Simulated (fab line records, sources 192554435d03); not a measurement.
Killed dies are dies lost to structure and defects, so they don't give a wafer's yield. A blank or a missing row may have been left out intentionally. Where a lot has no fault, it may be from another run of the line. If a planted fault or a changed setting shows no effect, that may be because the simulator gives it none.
fab line records ; flow n5Finfet
record lots=7; wafers=21
route steps=1938 shown BEOL_M12@1624 BEOL_M13@1659 BEOL_M14@1722 BEOL_M15@1773
startH: hours from the record's first day to the start of the lot's first wafer shown ; waitH: hours since the lot's step before ; " same as the row above ; L1.1+2: several wafers, shown together as one row ; - no value present, or no start provided ; * or withheld: withheld ; < > ~ a bound
route shown NAME@n: names a module that has steps shown in the file, with the first one's number in the route ; usual: mean/standard deviation of fault-free wafers ; same: alike in all rows ; chamber/n: place in a boat ; sites: the reading at each site ; _std_site: the values' standard deviation ; _edge_site: inner sites' mean taken away from outer sites' mean ; radiusMm: how far each site lies from the wafer's centre ; mask NAME#n: copy n ; behind: tool/chamber where the wafer was last shaped ; hold: why the lot was held/for how many hours/how that ended ; device: which transistor (n, p or np) failed to switch ; end of line: tests run on the same wafers once the route is complete ; a step with no rows: only its recipe ; killed: dies that structure and defects cost at the first sort, which is not the same as the wafer's yield ; map: per-die view of a wafer (x killed, . not killed, _ where there is no die)
set.NAME: setting as actually run; set.NAME@STEP: the setting as run at that earlier step ; model.NAME: the simulator's own value behind a step, which no gauge read
lots where settings were altered on purpose, with a table for each step and a row for each wafer
## steps
# step N5_BEOL_M12_COAT_66
# recipe resist=SiARC; tempC=220; timeS=60; spinRpm=1500; resistThkNm=110
lot.wafer;tool;chamber;startH;waitH;set.spinRpm;model.SiARC_of_BEOL_M12_COAT_66.thkNm
L079.2+6;lithoTrack-03;0;-;-;1500;110.2
L079.5;lithoTrack-03;0;-;-;1500;110.6
L081.1;lithoTrack-03;0;-;-;1500;109.6
L081.3+5;lithoTrack-03;0;-;-;1500;109.8
L083.1;lithoTrack-03;0;-;-;1500;110
L083.3;lithoTrack-03;0;-;-;1500;110.4
L083.4;lithoTrack-03;0;-;-;1500;109.6
L084.2+6;lithoTrack-02;0;-;-;1500;109.2
L084.5;lithoTrack-02;0;-;-;1500;109.6
L091.2;lithoTrack-03;0;-;-;1363;115.8
L091.4;lithoTrack-03;0;-;-;1500;110.2
L091.6;lithoTrack-03;0;-;-;1363;115.4
L094.1;lithoTrack-03;0;-;-;1417;114
L094.2;lithoTrack-03;0;-;-;1500;110.8
L094.3;lithoTrack-03;0;-;-;1500;110.4
L095.1;lithoTrack-02;0;-;-;1500;110
L095.2;lithoTrack-02;0;-;-;1391;114.2
L095.3;lithoTrack-02;0;-;-;1391;114.4
# step N5_BEOL_M12_COAT_22
# recipe spinRpm=2888; resistThkNm=300
# step N5_BEOL_M12_EBR_24
# recipe solvent=PGMEA; ebrWidthMm=1.5
# step N5_BEOL_M12_DESCUM_33
# recipe chemistry=O2; timeS=7.9; sourcePowerW=50; biasPowerW=20; pressureMtorr=20; rfFrequencyHz=2.712e+07; tempC=40; o2FlowSccm=225
# step N5_BEOL_M12_ETCH_67
# recipe chemistry=CF4; target=SiARC; targetDepthA=1430; timeS=238.3; ionEnergyEv=80; pressureMtorr=40; sourceW=545; biasW=36; Ar_flow_sccm=100; cf4FlowSccm=100; ends=cleared
lot.wafer;tool;chamber;startH;waitH;set.spinRpm@BEOL_M12_COAT_66;model.etch.depthNm;model.coat_of_BEOL_M12_COAT_22.thkNm
L079.2;rieDiel-05;1;276.52;0.0;1500;110.2;210.8
L079.5;rieDiel-05;3;276.52;0.0;1500;110.5;210.6
L079.6;rieDiel-05;0;276.52;0.0;1500;110.2;210.6
L081.1;rieDiel-05;3;294.84;0.0;1500;109.5;212.4
L081.3;rieDiel-05;2;294.84;0.0;1500;109.8;211.8
L081.5;rieDiel-05;3;294.84;0.0;1500;109.8;212
L083.1;rieDiel-01;1;306.65;0.0;1500;110;211.4
L083.3;rieDiel-01;2;306.65;0.0;1500;110.3;210.6
L083.4;rieDiel-01;0;306.65;0.0;1500;109.7;212.2
L084.2;rieDiel-03;3;306.91;0.0;1500;109.3;212.4
L084.5;rieDiel-03;0;306.91;0.0;1500;109.7;212.4
L084.6;rieDiel-03;1;306.91;0.0;1500;109.2;212.4
L091.2;rieDiel-03;3;340.73;0.0;1363;115.7;209
L091.4;rieDiel-03;2;340.73;0.0;1500;110.2;211.8
L091.6;rieDiel-03;3;340.73;0.0;1363;115.5;209.2
L094.1;rieDiel-01;1;366.53;0.0;1417;114.1;208.8
L094.2;rieDiel-01;0;366.53;0.0;1500;110.8;211.8
L094.3;rieDiel-01;3;366.53;0.0;1500;110.4;210
L095.1;rieDiel-01;3;376.08;0.0;1500;110;211.6
L095.2;rieDiel-01;1;376.08;0.0;1391;114.2;209.4
L095.3;rieDiel-01;2;376.08;0.0;1391;114.4;208.2
# step N5_BEOL_M12_ETCH_68
# recipe chemistry=N2/H2; target=SOC; maskMaterial=SiARC; sourceW=3000; biasW=350; tempC=40; timeS=285; ionEnergyEv=200; pressureMtorr=30; n2FlowSccm=200; h2FlowSccm=200
lot.wafer;tool;chamber;startH;waitH;set.spinRpm@BEOL_M12_COAT_66;model.SiARC_of_BEOL_M12_COAT_66.thkNm
L079.2;rieDiel-05;1;276.67;0.1;1500;85.2
L079.5+6;rieDiel-05;3,0;276.67;0.1;1500;85.4
L081.1;rieDiel-05;3;294.98;0.1;1500;84.6
L081.3;rieDiel-05;2;294.98;0.1;1500;85.4
L081.5;rieDiel-05;3;294.98;0.1;1500;84.8
L083.1;rieDiel-01;1;306.80;0.1;1500;86.6
L083.3;rieDiel-01;2;306.80;0.1;1500;85.4
L083.4;rieDiel-01;0;306.80;0.1;1500;86.2
L084.2;rieDiel-03;3;307.06;0.1;1500;84.4
L084.5;rieDiel-03;0;307.06;0.1;1500;85
L084.6;rieDiel-03;1;307.06;0.1;1500;84.8
L091.2+6;rieDiel-03;3,1;340.88;0.1;1363;91.2
L091.4;rieDiel-03;2;340.88;0.1;1500;85.8
L094.1;rieDiel-01;1;366.68;0.1;1417;90.4
L094.2;rieDiel-01;0;366.68;0.1;1500;86.4
L094.3;rieDiel-01;3;366.68;0.1;1500;85.8
L095.1;rieDiel-01;3;376.23;0.1;1500;85.6
L095.2;rieDiel-01;1;376.23;0.1;1391;90.6
L095.3;rieDiel-01;2;376.23;0.1;1391;89.8
# step N5_BEOL_M12_DEP_53
# recipe material=SiCN; targetThkA=300; tempC=withheld; precursor=3MS/NH3; pressureTorr=3; rfW=675; timeS=10.5
lot.wafer;tool;chamber;startH;waitH;set.timeS;model.SiCN_of_BEOL_M12_DEP_53.thkNm
L079.2;pecvd-02;1;280.74;0.0;11.83;32.8
L079.5;pecvd-02;1;280.74;0.0;10.5;29.8
L079.6;pecvd-02;2;280.74;0.0;10.5;30
L081.1;pecvd-01;2;298.66;0.0;11.69;32.8
L081.3;pecvd-01;1;298.66;0.0;11.69;32.6
L081.5;pecvd-01;2;298.66;0.0;10.5;30.4
L083.1;pecvd-01;2;308.84;0.0;10.5;29.6
L083.3;pecvd-01;0;308.84;0.0;10.5;29.8
L083.4;pecvd-01;1;308.84;0.0;10.5;30.4
L084.2;pecvd-02;0;309.38;0.0;10.5;30
L084.5;pecvd-02;0;309.38;0.0;10.5;30.6
L084.6;pecvd-02;1;309.38;0.0;10.5;30.2
L091.2+6;pecvd-01;2;343.29;0.0;10.5;29.6
L091.4;pecvd-01;0;343.29;0.0;10.5;30
L094.1;pecvd-03;0;369.51;0.0;10.5;29.8
L094.2+3;pecvd-03;1,2;369.51;0.0;9.592;27.2
L095.1;pecvd-01;2;378.39;0.0;10.5;29.4
L095.2;pecvd-01;0;378.39;0.0;10.5;29.6
L095.3;pecvd-01;1;378.39;0.0;11.46;32.4
# step N5_BEOL_M13_ILD_DEP_00
# recipe material=SiOC; targetThkA=8379.2; tempC=350; precursor=DEMS/O2; pressureTorr=5; rfW=500; timeS=166.4
lot.wafer;tool;chamber;startH;waitH;set.timeS;model.SiOC_of_BEOL_M13_ILD_DEP_00.thkNm
L079.2;pecvd-01;1;280.87;0.0;166.4;824
L079.5;pecvd-01;0;280.87;0.0;144.8;710.8
L079.6;pecvd-01;1;280.87;0.0;166.4;827
L081.1;pecvd-01;1;298.78;0.0;166.4;848.8
L081.3;pecvd-01;0;298.78;0.0;152.3;756.4
L081.5;pecvd-01;2;298.78;0.0;152.3;775.2
L083.1;pecvd-04;0;308.96;0.0;166.4;820.8
L083.3;pecvd-04;1;308.96;0.0;157.8;796.6
L083.4;pecvd-04;0;308.96;0.0;166.4;824.4
L084.2;pecvd-01;0;309.56;0.1;166.4;821.6
L084.5;pecvd-01;1;309.56;0.1;166.4;858.8
L084.6;pecvd-01;2;309.56;0.1;166.4;852.8
L091.2;pecvd-04;1;343.41;0.0;166.4;835.6
L091.4;pecvd-04;1;343.41;0.0;166.4;859.6
L091.6;pecvd-04;2;343.41;0.0;145.9;751
L094.1;pecvd-04;1;369.64;0.0;141.5;719.8
L094.2;pecvd-04;0;369.64;0.0;141.5;705.4
L094.3;pecvd-04;2;369.64;0.0;166.4;844
L095.1;pecvd-03;1;378.52;0.0;166.4;832
L095.2;pecvd-03;2;378.52;0.0;166.4;823.6
L095.3;pecvd-03;0;378.52;0.0;166.4;824.6
# step N5_BEOL_M13_THK_MEAS_01
# recipe reads=SiOC_of_BEOL_M13_ILD_DEP_00
# usual M13_ILD_THK=837/15
lot.wafer;tool;chamber;startH;waitH;set.timeS@BEOL_M13_ILD_DEP_00;M13_ILD_THK[nm]
L079.2;filmMetro-02;-;281.02;0.1;166.4;825
L079.5;filmMetro-02;-;281.02;0.1;144.8;711
L079.6;filmMetro-02;-;281.02;0.1;166.4;827
L081.1;filmMetro-01;-;298.93;0.1;166.4;849
L081.3;filmMetro-01;-;298.93;0.1;152.3;756
L081.5;filmMetro-01;-;298.93;0.1;152.3;775
L083.1;filmMetro-02;-;309.11;0.1;166.4;821
L083.3;filmMetro-02;-;309.11;0.1;157.8;796
L083.4;filmMetro-02;-;309.11;0.1;166.4;824
L084.2;filmMetro-01;-;309.71;0.1;166.4;822
L084.5;filmMetro-01;-;309.71;0.1;166.4;859
L084.6;filmMetro-01;-;309.71;0.1;166.4;853
L091.2;filmMetro-02;-;343.57;0.1;166.4;835
L091.4;filmMetro-02;-;343.57;0.1;166.4;859
L091.6;filmMetro-02;-;343.57;0.1;145.9;751
L094.1;filmMetro-02;-;369.79;0.1;141.5;720
L094.2;filmMetro-02;-;369.79;0.1;141.5;706
L094.3;filmMetro-02;-;369.79;0.1;166.4;844
L095.1;filmMetro-01;-;378.67;0.1;166.4;832
L095.2;filmMetro-01;-;378.67;0.1;166.4;823
L095.3;filmMetro-01;-;378.67;0.1;166.4;825
# step N5_BEOL_M13_COAT_58
# recipe resist=BARC; tempC=205; timeS=60; spinRpm=1500; resistThkNm=89
# step N5_BEOL_M13_COAT_04
# recipe spinRpm=1625; resistThkNm=400
# step N5_BEOL_M13_DESCUM_15
# recipe chemistry=O2; timeS=7.9; sourcePowerW=50; biasPowerW=20; pressureMtorr=20; rfFrequencyHz=2.712e+07; tempC=40; o2FlowSccm=225
# step N5_BEOL_M13_ETCH_59
# recipe chemistry=N2/H2; target=BARC; targetDepthA=890; overetchA=267; timeS=67.9; ionEnergyEv=200; pressureMtorr=30; sourceW=840; biasW=150; n2FlowSccm=200; h2FlowSccm=200
# step N5_BEOL_M13_VIA_ETCH_16
# recipe chemistry=C4F8/O2/Ar; target=SiOC; pressureMtorr=30; sourceW=3000; biasW=700; Ar_flow_sccm=400; C4F8_flow_sccm=15; O2_flow_sccm=8; heInnerTorr=15; heOuterTorr=30; targetDepthA=9217; timeS=withheld; ionEnergyEv=250; ends=cleared
lot.wafer;tool;chamber;startH;waitH;set.timeS@BEOL_M13_ILD_DEP_00;model.etch.depthNm;model.coat_of_BEOL_M13_COAT_04.thkNm
L079.2;rieDiel-06;0;281.50;0.0;*;823.9;74.8
L079.5;rieDiel-06;0;281.50;0.0;*;710.8;109
L079.6;rieDiel-06;3;281.50;0.0;*;827;71
L081.1;rieDiel-04;0;299.41;0.0;*;848.7;68.6
L081.3;rieDiel-04;1;299.41;0.0;*;756.4;97.8
L081.5;rieDiel-04;3;299.41;0.0;*;775.3;91.2
L083.1;rieDiel-06;2;309.59;0.0;*;820.8;79
L083.3;rieDiel-06;0;309.59;0.0;*;796.6;85
L083.4;rieDiel-06;1;309.59;0.0;*;824.4;77.4
L084.2;rieDiel-06;3;310.31;0.0;*;821.5;75
L084.5;rieDiel-06;2;310.31;0.0;*;858.8;67.2
L084.6;rieDiel-06;1;310.31;0.0;*;852.9;68.2
L091.2;rieDiel-04;2;344.04;0.0;*;835.5;72.2
L091.4;rieDiel-04;2;344.04;0.0;*;859.6;65.4
L091.6;rieDiel-04;1;344.04;0.0;*;750.9;97.4
L094.1;rieDiel-04;3;370.39;0.0;*;719.9;103.6
L094.2;rieDiel-04;1;370.39;0.0;*;705.3;111
L094.3;rieDiel-04;2;370.39;0.0;*;843.9;70
L095.1;rieDiel-02;1;379.27;0.0;*;832;71.4
L095.2;rieDiel-02;2;379.27;0.0;*;823.7;77.4
L095.3;rieDiel-02;3;379.27;0.0;*;824.5;75
# step N5_BEOL_M13_STRIP_63
# recipe chemistry=N2/H2; powerW=1000; tempC=250; h2Frac=0.65; overashFraction=0.3; pressureMtorr=1000; n2FlowSccm=1750; h2FlowSccm=3250
# usual stripTimeToEndpointS=28.1/1.3
lot.wafer;tool;chamber;startH;waitH;set.timeS@BEOL_M13_ILD_DEP_00;stripTimeToEndpointS
L079.2;plasmaAsher-01;1;281.73;-;166.4;29.0
L079.5;plasmaAsher-01;1;281.73;-;144.8;38.7
L079.6;plasmaAsher-01;0;281.73;-;166.4;27.9
L081.1;plasmaAsher-02;0;299.65;-;166.4;27.3
L081.3;plasmaAsher-02;1;299.65;-;152.3;35.6
L081.5;plasmaAsher-02;1;299.65;-;152.3;33.8
L083.1;plasmaAsher-02;1;310.18;-;166.4;30.3
L083.3;plasmaAsher-02;0;310.18;-;157.8;32.0
L083.4;plasmaAsher-02;1;310.18;-;166.4;29.8
L084.2;plasmaAsher-02;0;310.66;-;166.4;29.1
L084.5;plasmaAsher-02;1;310.66;-;166.4;26.8
L084.6;plasmaAsher-02;0;310.66;-;166.4;27.1
L091.2;plasmaAsher-02;1;344.28;-;166.4;28.3
L091.4;plasmaAsher-02;1;344.28;-;166.4;26.3
L091.6;plasmaAsher-02;0;344.28;-;145.9;35.5
L094.1;plasmaAsher-01;0;370.63;-;141.5;37.2
L094.2;plasmaAsher-01;1;370.63;-;141.5;39.2
L094.3;plasmaAsher-01;0;370.63;-;166.4;27.7
L095.1;plasmaAsher-01;0;379.51;-;166.4;28.0
L095.2;plasmaAsher-01;1;379.51;-;166.4;29.8
L095.3;plasmaAsher-01;1;379.51;-;166.4;29.1
# step N5_BEOL_M13_DEP_53
# recipe material=SiCN; targetThkA=500; tempC=withheld; precursor=3MS/NH3; pressureTorr=3; rfW=675; timeS=17.8
lot.wafer;tool;chamber;startH;waitH;set.timeS;model.SiCN_of_BEOL_M13_DEP_53.thkNm
L079.2;pecvd-01;1;286.16;0.0;19.68;56.8
L079.5;pecvd-01;2;286.16;0.0;19.68;56.4
L079.6;pecvd-01;0;286.16;0.0;19.68;57.4
L081.1;pecvd-04;0;305.48;0.0;15.97;44.8
L081.3;pecvd-04;2;305.48;0.0;17.8;50.6
L081.5;pecvd-04;1;305.48;0.0;17.8;51
L083.1;pecvd-04;1;316.37;0.0;17.8;49
L083.3;pecvd-04;0;316.37;0.0;17.8;48
L083.4;pecvd-04;0;316.37;0.0;17.8;49.4
L084.2+6;pecvd-01;1,2;317.86;0.0;17.8;50
L084.5;pecvd-01;1;317.86;0.0;17.8;51.4
L091.2;pecvd-04;0;349.59;0.0;17.8;49.4
L091.4+6;pecvd-04;1,2;349.59;0.0;18.99;53.2
L094.1;pecvd-01;0;374.59;0.0;17.8;50.2
L094.2;pecvd-01;2;374.59;0.0;19.63;54.4
L094.3;pecvd-01;1;374.59;0.0;17.8;50.8
L095.1;pecvd-03;2;383.01;0.0;20.27;55.8
L095.2;pecvd-03;1;383.01;0.0;17.8;50.6
L095.3;pecvd-03;0;383.01;0.0;17.8;49.8
# step N5_BEOL_M14_EXPOSE_07
# recipe maskId=V13; na=0.8; sourceShape=annular; sigmaInner=0.5; sigmaOuter=0.8; polarization=unpolarized; attpsmPhaseDeg=180; doseMj=57
lot.wafer;tool;chamber;startH;waitH;mask;set.doseMj
L079.2+6;krfScanner-02;0;286.62;-;V13#0;54.2
L079.5;krfScanner-02;0;286.62;-;V13#0;57
L081.1+5;krfScanner-02;0;306.07;-;V13#0;52.79
L081.3;krfScanner-02;0;306.07;-;V13#0;57
L083.1+3;krfScanner-02;0;316.83;-;V13#0;54.99
L083.4;krfScanner-02;0;316.83;-;V13#0;57
L084.2+5+6;krfScanner-01;0;318.46;-;V13#0;57
L091.2;krfScanner-02;0;350.05;-;V13#0;57
L091.4+6;krfScanner-02;0;350.05;-;V13#0;58.37
L094.1+3;krfScanner-01;0;375.43;-;V13#0;57
L094.2;krfScanner-01;0;375.43;-;V13#0;58.76
L095.1+2+3;krfScanner-02;0;383.58;-;V13#0;57
# step N5_BEOL_M14_PEB_08
# recipe pebTempC=130; pebTimeS=90
# step N5_BEOL_M14_DEVELOP_09
# recipe developTimeS=45; rinseLiquid=diw; dry=airSpin; devTempC=21
# step N5_BEOL_M14_HARDBAKE_14
# recipe tempC=130; timeS=120
# step N5_BEOL_M14_CD_MEAS_10
# recipe targetCdNm=250; landingEnergyEv=500; detector=seInlens; polarity=opening
# usual cdNm=250.3/2.9
lot.wafer;tool;chamber;startH;waitH;set.doseMj@BEOL_M14_EXPOSE_07;cdNm
L079.2;cdSem-03;0;286.79;-;54.2;236.6
L079.5;cdSem-03;0;286.79;-;57;246.7
L079.6;cdSem-03;0;286.79;-;54.2;238.5
L081.1;cdSem-03;0;306.24;-;52.79;236.6
L081.3;cdSem-03;0;306.24;-;57;251.3
L081.5;cdSem-03;0;306.24;-;52.79;239.7
L083.1;cdSem-02;0;317.01;-;54.99;242.9
L083.3;cdSem-02;0;317.01;-;54.99;246.4
L083.4;cdSem-02;0;317.01;-;57;247.1
L084.2;cdSem-02;0;318.63;-;57;251.2
L084.5;cdSem-02;0;318.63;-;57;252.3
L084.6;cdSem-02;0;318.63;-;57;251.4
L091.2;cdSem-01;0;350.22;-;57;249.8
L091.4;cdSem-01;0;350.22;-;58.37;253.1
L091.6;cdSem-01;0;350.22;-;58.37;254.9
L094.1;cdSem-01;0;375.61;-;57;252.0
L094.2;cdSem-01;0;375.61;-;58.76;256.7
L094.3;cdSem-01;0;375.61;-;57;249.7
L095.1;cdSem-03;0;383.76;-;57;251.5
L095.2;cdSem-03;0;383.76;-;57;248.4
L095.3;cdSem-03;0;383.76;-;57;247.5
# step N5_BEOL_M14_STRIP_71
# recipe chemistry=postEtchResidueRemover; timeS=60; tempC=25; removerPh=withheld; removerWaterWtPct=withheld; removerFluorideWtPct=withheld
# step N5_BEOL_M14_SRD_72
# recipe timeS=30; tempC=23; rinseLiquid=diw; dry=n2Spin; spinRpm=1500; dryTimeS=30
# step N5_BEOL_M14_CD_MEAS_17
# recipe targetCdNm=250; polarity=opening
# usual cdNm=252/3.1
lot.wafer;tool;chamber;startH;waitH;set.doseMj@BEOL_M14_EXPOSE_07;cdNm
L079.2;cdSem-03;-;287.48;0.0;54.2;237
L079.5;cdSem-03;-;287.48;0.0;57;249
L079.6;cdSem-03;-;287.48;0.0;54.2;240
L081.1;cdSem-02;-;306.77;0.0;52.79;237
L081.3;cdSem-02;-;306.77;0.0;57;250
L081.5;cdSem-02;-;306.77;0.0;52.79;242
L083.1;cdSem-02;-;317.53;0.0;54.99;246
L083.3;cdSem-02;-;317.53;0.0;54.99;248
L083.4;cdSem-02;-;317.53;0.0;57;251
L084.2;cdSem-03;-;319.15;0.0;57;254
L084.5;cdSem-03;-;319.15;0.0;57;256
L084.6;cdSem-03;-;319.15;0.0;57;253
L091.2;cdSem-01;-;350.74;0.0;57;251
L091.4;cdSem-01;-;350.74;0.0;58.37;255
L091.6;cdSem-01;-;350.74;0.0;58.37;256
L094.1;cdSem-03;-;376.13;0.0;57;255
L094.2;cdSem-03;-;376.13;0.0;58.76;259
L094.3;cdSem-03;-;376.13;0.0;57;249
L095.1;cdSem-02;-;384.28;0.0;57;253
L095.2;cdSem-02;-;384.28;0.0;57;249
L095.3;cdSem-02;-;384.28;0.0;57;248
# step N5_BEOL_M15_ILD_DEP_00
# recipe material=SiO2; targetThkA=16293; tempC=400; precursor=TEOS/O2; pressureTorr=6.5; rfW=900; teosFlowSccm=161.4; gas=O2; flowSccm=2650; timeS=346.1
lot.wafer;tool;chamber;startH;waitH;set.tempC;model.SiO2_of_BEOL_M15_ILD_DEP_00.thkNm
L079.2;pecvd-04;2;298.34;0.0;400;1635
L079.5;pecvd-04;1;298.34;0.0;400;1622
L079.6;pecvd-04;2;298.34;0.0;400;1658
L081.1;pecvd-01;1;310.77;0.0;400;1576
L081.3;pecvd-01;0;310.77;0.0;400;1586
L081.5;pecvd-01;1;310.77;0.0;400;1596
L083.1;pecvd-01;1;322.44;0.0;400;1587
L083.3;pecvd-01;2;322.44;0.0;404.4;1552
L083.4;pecvd-01;1;322.44;0.0;400;1606
L084.2;pecvd-01;2;322.80;0.0;400;1588
L084.5;pecvd-01;2;322.80;0.0;400;1616
L084.6;pecvd-01;1;322.80;0.0;400;1600
L091.2;pecvd-01;1;357.12;0.0;400;1619
L091.4;pecvd-01;1;357.12;0.0;392.9;1723
L091.6;pecvd-01;0;357.12;0.0;400;1636
L094.1;pecvd-01;2;381.29;0.0;396.1;1630
L094.2;pecvd-01;0;381.29;0.0;396.1;1638
L094.3;pecvd-01;1;381.29;0.0;400;1604
L095.1;pecvd-02;2;387.08;0.0;400;1601
L095.2;pecvd-02;0;387.08;0.0;396.8;1631
L095.3;pecvd-02;0;387.08;0.0;400;1600
# step N5_BEOL_M15_THK_MEAS_01
# recipe reads=SiO2_of_BEOL_M15_ILD_DEP_00
# usual M15_ILD_THK=1615/22
lot.wafer;tool;chamber;startH;waitH;set.tempC@BEOL_M15_ILD_DEP_00;M15_ILD_THK[nm]
L079.2;filmMetro-02;-;298.59;0.1;400;1634
L079.5;filmMetro-02;-;298.59;0.1;400;1622
L079.6;filmMetro-02;-;298.59;0.1;400;1659
L081.1;filmMetro-01;-;311.02;0.1;400;1576
L081.3;filmMetro-01;-;311.02;0.1;400;1586
L081.5;filmMetro-01;-;311.02;0.1;400;1595
L083.1;filmMetro-01;-;322.80;0.2;400;1587
L083.3;filmMetro-01;-;322.80;0.2;404.4;1552
L083.4;filmMetro-01;-;322.80;0.2;400;1606
L084.2;filmMetro-01;-;323.16;0.3;400;1588
L084.5;filmMetro-01;-;323.16;0.3;400;1617
L084.6;filmMetro-01;-;323.16;0.3;400;1601
L091.2;filmMetro-02;-;357.37;0.1;400;1618
L091.4;filmMetro-02;-;357.37;0.1;392.9;1723
L091.6;filmMetro-02;-;357.37;0.1;400;1635
L094.1;filmMetro-01;-;381.54;0.1;396.1;1630
L094.2;filmMetro-01;-;381.54;0.1;396.1;1639
L094.3;filmMetro-01;-;381.54;0.1;400;1604
L095.1;filmMetro-02;-;387.44;0.2;400;1601
L095.2;filmMetro-02;-;387.44;0.2;396.8;1629
L095.3;filmMetro-02;-;387.44;0.2;400;1600
## key
split step=N5_BEOL_M12_COAT_66; setting=spinRpm; stated=1500; by=wafer
response step=N5_BEOL_M12_COAT_66; reading=model.SiARC_of_BEOL_M12_COAT_66.thkNm; change=-0.596; per=1%; r=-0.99
response step=N5_BEOL_M12_ETCH_67; reading=model.etch.depthNm; change=-0.594; per=1%; r=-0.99
response step=N5_BEOL_M12_ETCH_67; reading=model.coat_of_BEOL_M12_COAT_22.thkNm; change=+0.339; per=1%; r=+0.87
response step=N5_BEOL_M12_ETCH_68; reading=model.SiARC_of_BEOL_M12_COAT_66.thkNm; change=-0.639; per=1%; r=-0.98
split step=N5_BEOL_M12_DEP_53; setting=timeS; stated=10.5; by=wafer
response step=N5_BEOL_M12_DEP_53; reading=model.SiCN_of_BEOL_M12_DEP_53.thkNm; change=+0.25; per=1%; r=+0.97
split step=N5_BEOL_M13_ILD_DEP_00; setting=timeS; stated=166.4; by=wafer
response step=N5_BEOL_M13_ILD_DEP_00; reading=model.SiOC_of_BEOL_M13_ILD_DEP_00.thkNm; change=+8.53; per=1%; r=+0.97
response step=N5_BEOL_M13_THK_MEAS_01; reading=M13_ILD_THK; change=+8.54; per=1%; r=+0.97
response step=N5_BEOL_M13_VIA_ETCH_16; reading=model.etch.depthNm; change=+8.53; per=1%; r=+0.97
response step=N5_BEOL_M13_VIA_ETCH_16; reading=model.coat_of_BEOL_M13_COAT_04.thkNm; change=-2.54; per=1%; r=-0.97
response step=N5_BEOL_M13_STRIP_63; reading=stripTimeToEndpointS; change=*; per=1%; r=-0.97
split step=N5_BEOL_M13_DEP_53; setting=timeS; stated=17.8; by=wafer
response step=N5_BEOL_M13_DEP_53; reading=model.SiCN_of_BEOL_M13_DEP_53.thkNm; change=+0.457; per=1%; r=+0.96
split step=N5_BEOL_M14_EXPOSE_07; setting=doseMj; stated=57; by=wafer
response step=N5_BEOL_M14_CD_MEAS_10; reading=cdNm; change=+1.68; per=1%; r=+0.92
response step=N5_BEOL_M14_CD_MEAS_17; reading=cdNm; change=+1.64; per=1%; r=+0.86
split step=N5_BEOL_M15_ILD_DEP_00; setting=tempC; stated=400; by=wafer
response step=N5_BEOL_M15_ILD_DEP_00; reading=model.SiO2_of_BEOL_M15_ILD_DEP_00.thkNm; change=-45.9; per=1%; r=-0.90
response step=N5_BEOL_M15_THK_MEAS_01; reading=M15_ILD_THK; change=-45.8; per=1%; r=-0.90
